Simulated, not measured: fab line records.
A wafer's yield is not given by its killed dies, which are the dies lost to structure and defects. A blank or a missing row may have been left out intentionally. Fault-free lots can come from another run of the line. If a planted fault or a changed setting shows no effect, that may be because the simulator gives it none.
Which tool is to blame? || flow nand harc || 7 lots, 21 wafers sampled, at 3 steps of a route of 1302

## WHAT EACH GAUGE READ, for each wafer
NHARC_A_ONON_D2_THK_MEAS_02: measures by ellipsometry.
{"lot": "L245", "measured": "day 13 02:03", "on": "film metro-01", "thk nm (nm)": "985 984 983"}
{"lot": "L250", "measured": "day 14 20:31", "on": "film metro-01", "thk nm (nm)": "1005 1005 1005"}
{"lot": "L254", "measured": "day 16 19:51", "on": "film metro-01", "thk nm (nm)": "1609 1608 1610"}
{"lot": "L256", "measured": "day 17 14:23", "on": "film metro-02", "thk nm (nm)": "1592 1591 1592"}
{"lot": "L263", "measured": "day 20 17:23", "on": "film metro-01", "thk nm (nm)": "998 996 996"}
{"lot": "L264", "measured": "day 20 17:17", "on": "film metro-02", "thk nm (nm)": "1003 1004 1004"}
{"lot": "L266", "measured": "day 22 01:25", "on": "film metro-01", "thk nm (nm)": "1010 1009 1010"}

## WHICH TOOL RAN EACH LOT (tool, then ch and the chambers of the sampled wafers, then the start)
{"lot": "L245", "NHARC_A_DECK1_JOINT_CMP_13": "cmp-04 ch 2,3, day 12 01:47", "NHARC_A_ONON_D2_DEP_00": "pecvd onon-03 ch 0, day 13 01:32"}
{"lot": "L250", "NHARC_A_DECK1_JOINT_CMP_13": "cmp-03 ch 1,2,3, day 13 20:23", "NHARC_A_ONON_D2_DEP_00": "pecvd onon-03 ch 0, day 14 20:01"}
{"lot": "L254", "NHARC_A_DECK1_JOINT_CMP_13": "cmp-04 ch 0,3, day 15 18:00", "NHARC_A_ONON_D2_DEP_00": "pecvd onon-03 ch 0, day 16 19:27"}
{"lot": "L256", "NHARC_A_DECK1_JOINT_CMP_13": "cmp-01 ch 0,1,3, day 16 17:01", "NHARC_A_ONON_D2_DEP_00": "pecvd onon-03 ch 0, day 17 13:53"}
{"lot": "L263", "NHARC_A_DECK1_JOINT_CMP_13": "cmp-03 ch 1,3, day 19 16:08", "NHARC_A_ONON_D2_DEP_00": "pecvd onon-02 ch 0, day 20 16:56"}
{"lot": "L264", "NHARC_A_DECK1_JOINT_CMP_13": "cmp-03 ch 0,1, day 19 19:54", "NHARC_A_ONON_D2_DEP_00": "pecvd onon-03 ch 0, day 20 16:46"}
{"lot": "L266", "NHARC_A_DECK1_JOINT_CMP_13": "cmp-03 ch 1,2,3, day 20 19:14", "NHARC_A_ONON_D2_DEP_00": "pecvd onon-03 ch 0, day 22 00:54"}
- NHARC_A_DECK1_JOINT_CMP_13: polishes, target thk 51.023 nm.
- NHARC_A_ONON_D2_DEP_00: target thk 1000 nm.

## THE ANSWER, worked out from the rows above alone
Rule: usual is defined by the lots themselves. Put in order of their means at a reading, lots are off if they are a third of the lots or fewer, leave a main group of 4 or more, and stand apart from it by a gap of 3 or more times the standard deviation of the main group's means; of several such gaps the widest counts. If all means in a main group match to the digits the tables above print for the reading, that group is not used. A lot without any number at a reading at which 4 lots or more have one is off too. Where the step has rows for the other lots, those lots are counted as sound.
Off, at NHARC_A_ONON_D2_THK_MEAS_02 on thk nm: L254, L256. For the main group the mean is 1000 nm and the standard deviation 8.9.
A tool fits if, at a process step before that reading, it ran every lot that is off, and no sound lot after the first of them. Gauges at NHARC_A_ONON_D2_THK_MEAS_02: tried the same way as those tools. None of those tried fits.

## WHAT WAS PUT IN BY THE SIMULATOR
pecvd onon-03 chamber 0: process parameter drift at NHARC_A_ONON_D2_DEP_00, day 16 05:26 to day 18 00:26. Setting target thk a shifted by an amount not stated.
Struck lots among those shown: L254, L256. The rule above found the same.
